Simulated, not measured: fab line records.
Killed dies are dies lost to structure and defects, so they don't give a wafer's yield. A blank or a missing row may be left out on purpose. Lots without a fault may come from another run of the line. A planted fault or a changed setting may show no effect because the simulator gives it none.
Struck lot and sound lot, side by side ; flow nand-harc ; 14 out of 1302 route steps
Sound: these wafers, L112.1, L112.4, L112.6. Struck: wafers L114.1, L114.4. (L114.5 of the same lot was not struck and is left out.) The cause comes at the end.
For every step that has rows: the tool of each side, followed by ch and its chambers, followed by its first start. Under that, the readings that differ: sound wafers ; struck wafers ; difference of the means ; sigmas: that difference in standard deviations of wafers without a fault.
alike: readings whose means differ by less than 2 such deviations, and words and numbers that are the same on both sides. not compared: withheld readings, readings that some wafer has no value for, bounds like >300 that may hide the same value, and numbers for which the record gives no deviation and whose values overlap.
Wherever a step has rows on one side only, a row that says differs or no value, or a row with sigmas, the two part there. When numbers do not overlap yet have no deviation, they are printed without sigmas and do not part them. A reading missing from all wafers of one side parts the sides only when that side holds two or more wafers.

first, 8 steps without rows for these wafers: NHARC_THIN_TSV_DEHYDRATE_25 (time 120 s); NHARC_THIN_TSV_HMDS_26 (time 30 s); NHARC_THIN_TSV_COAT_27; NHARC_THIN_TSV_SOFTBAKE_28 (time 95 s); NHARC_THIN_TSV_EBR_29; NHARC_THIN_TSV_EXPOSE_30 (exposes mask PAD); NHARC_THIN_TSV_PEB_31 (peb time 85 s); NHARC_THIN_TSV_DEVELOP_32 (time 70 s).
NHARC_THIN_TSV_CD_MEAS_33: target cd 5000 nm.
  sound on cd-sem-03 ch 0, day 26 01:34; struck on cd-sem-03 ch 0, day 26 21:44
  alike: cd-nm
then, 1 step without rows for these wafers: NHARC_THIN_TSV_HARDBAKE_34 (time 80 s).
NHARC_THIN_TSV_DESCUM_35: chemistry O2, time 3 s.
  sound on rie-diel-07 ch 0,2,3, day 26 01:45; struck on rie-diel-09 ch 2,3, day 26 21:53
  alike: chamber-pressure-mTorr, drypump-motor-current-A, oes-product-au, rf-vpp-V, showerhead-plenum-p-Torr, throttle-valve-pct
  not compared: rf-hours-counter-h
NHARC_THIN_TSV_ETCH_59: etches the open film in Cl2/BCl3, target depth 880 nm, time 138.1 s.
  sound on rie-metal-03 ch 0,1, day 26 01:51; struck on rie-metal-02 ch 0,1, day 26 22:01
  alike: chamber-pressure-mTorr, drypump-motor-current-A, mfc-cl2-sccm, oes-product-au, run-length-s, throttle-valve-pct
  not compared: rf-hours-counter-h
NHARC_THIN_TSV_ETCH_36: etches the open film in Cl2/BCl3, target depth 65 nm, time 18.571 s.
  sound on rie-metal-03 ch 0,1, day 26 02:07; struck on rie-metal-02 ch 0,1, day 26 22:17
reading;sound;struck;difference;sigmas
run-length-s (s);39.6 39.8 39.7;35.6 36.2;-3.8;-10
  alike: chamber-pressure-mTorr, drypump-motor-current-A, oes-product-au
  not compared: rf-hours-counter-h
NHARC_THIN_TSV_STRIP_56: strips in O2.
  sound on plasma-asher-01 ch 0,1, day 26 02:13; struck on plasma-asher-02 ch 0,1, day 26 22:23
  alike: drypump-motor-current-A, heater-power-w, rf-refl-power-W
  not compared: rf-hours-counter-h

## WHERE THEY PART
Only at NHARC_THIN_TSV_ETCH_36, as far as this record shows. Later steps at which nothing parts them and some readings are alike: NHARC_THIN_TSV_STRIP_56.

WHY: what the simulator had put in
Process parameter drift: rie-metal-02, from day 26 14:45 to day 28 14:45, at NHARC_THIN_TSV_ETCH_36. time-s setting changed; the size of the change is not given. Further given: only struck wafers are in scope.
